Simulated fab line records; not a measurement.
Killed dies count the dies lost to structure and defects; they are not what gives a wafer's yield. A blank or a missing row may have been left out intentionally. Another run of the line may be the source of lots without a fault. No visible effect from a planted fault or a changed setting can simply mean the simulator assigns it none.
Split-lot experiment	flow n5_finfet	on a route of 1938 steps: 7 lots, 21 wafers read

== ON THE SPLIT ==
At N5_BEOL_M12_TRENCH_ETCH_34 (etches SiOC in C4F8/O2/Ar, target depth 318.95 nm, time 125.5 s), the setting time_s was moved away from the recipe's 125.5 s on 10 of the 21 wafers read, by -9.1% to +19.8%. All remaining wafers had this setting at the recipe value.

== FROM THE SPLIT TO THE READING: what the file shows between them, 1 step ==
- N5_BEOL_M12_STRIP_70: strips in C4F8/O2/Ar

== THE READING ==
trench_depth_nm, in nm, at N5_BEOL_M12_OCD_MEAS_35. Fault-free wafers of this fab line usually give 321 nm, standard deviation 5.4 nm.

wafer	tool, chamber at the split	time_s as run, s	against the recipe	trench_depth_nm, nm	against lot-mates on the recipe
L077.2	rie_diel-02, 2	139.4	+11.1%	339	no lot-mate on the recipe
L077.5	rie_diel-02, 3	139.4	+11.1%	359	no lot-mate on the recipe
L077.6	rie_diel-02, 2	139.4	+11.1%	346	no lot-mate on the recipe
L080.2	rie_diel-01, 1	114.1	-9.1%	287	-30
L080.3	rie_diel-01, 2	114.1	-9.1%	284	-33
L080.5	rie_diel-01, 1	125.5	recipe	317	-
L083.1	rie_diel-04, 1	150.3	+19.8%	382	+58
L083.2	rie_diel-04, 0	125.5	recipe	324	-
L083.6	rie_diel-04, 2	150.3	+19.8%	386	+62
L088.3	rie_diel-04, 2	125.5	recipe	325	-
L088.4	rie_diel-04, 3	125.5	recipe	328	-
L088.5	rie_diel-04, 2	125.5	recipe	324	-
L087.2	rie_diel-02, 3	114.5	-8.8%	296	-23
L087.3	rie_diel-02, 0	125.5	recipe	319	-
L087.6	rie_diel-02, 3	114.5	-8.8%	292	-27
L093.2	rie_diel-04, 1	125.5	recipe	320	-
L093.4	rie_diel-04, 2	117.1	-6.7%	306	-18
L093.6	rie_diel-04, 2	125.5	recipe	329	-
L095.2	rie_diel-01, 3	125.5	recipe	312	-
L095.4	rie_diel-01, 2	125.5	recipe	305	-
L095.5	rie_diel-01, 0	125.5	recipe	321	-

THE FIT
A straight line over all 21 wafers: trench_depth_nm changes by +3.08 nm for each +1% of time_s; r = +0.97; the points scatter about the line by 7.2 nm.
The same after taking each lot's own level away (the mean of its wafers on the recipe; 18 wafers): +3.06 nm for each +1%; r = +0.99; scatter 3.8 nm.
According to that fit, moving time_s by its largest amount changes the reading by 61 nm.
The lots' own levels span 312.7 to 325.7 nm, that is 2.4 times the standard deviation above.
So the lot-to-lot level changes the slope little: the two slopes agree.
Check: for one of the wafers moved furthest among these (+19.8%), held out of the fit, the line's prediction against its lot-mates is +62 nm. It came out at +58 nm against them.

== THE OTHER SPLITS THESE WAFERS WENT THROUGH ==
Before the reading, these wafers also passed through other splits. Each is held against what the fit with the lots' levels taken away leaves over:
other split on the same wafers	wafers away from the commonest value	r with trench_depth_nm (lot level and that fit taken away)
N5_BEOL_M8_HM_DEP_02 target_thk_a	8	-0.19
N5_BEOL_M9_COAT_60 spin_rpm	7	+0.04
N5_BEOL_M11_PECVD_70 time_s	4	-0.29
N5_BEOL_M11_COAT_63 spin_rpm	10	-0.16
N5_BEOL_M11_EXPOSE_25 dose_mj	7	-0.17

== THE WHOLE CHAIN: every reading that the file lists as answering this split, in the file's order ==
step	what it does	reading	change (the file's fit)	r (the file's)
N5_BEOL_M12_TRENCH_ETCH_34	etches SiOC in C4F8/O2/Ar, target depth 318.95 nm, time 125.5 s	etch.depth_nm (the simulator's own value, which no gauge read)	+3 nm for each +1% of the setting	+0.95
N5_BEOL_M12_OCD_MEAS_35		trench_depth_nm	+3.02 nm for each +1% of the setting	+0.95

== FILE'S OWN FIT ==
trench_depth_nm changes by +3.02 nm for each +1% of time_s, r = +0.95.
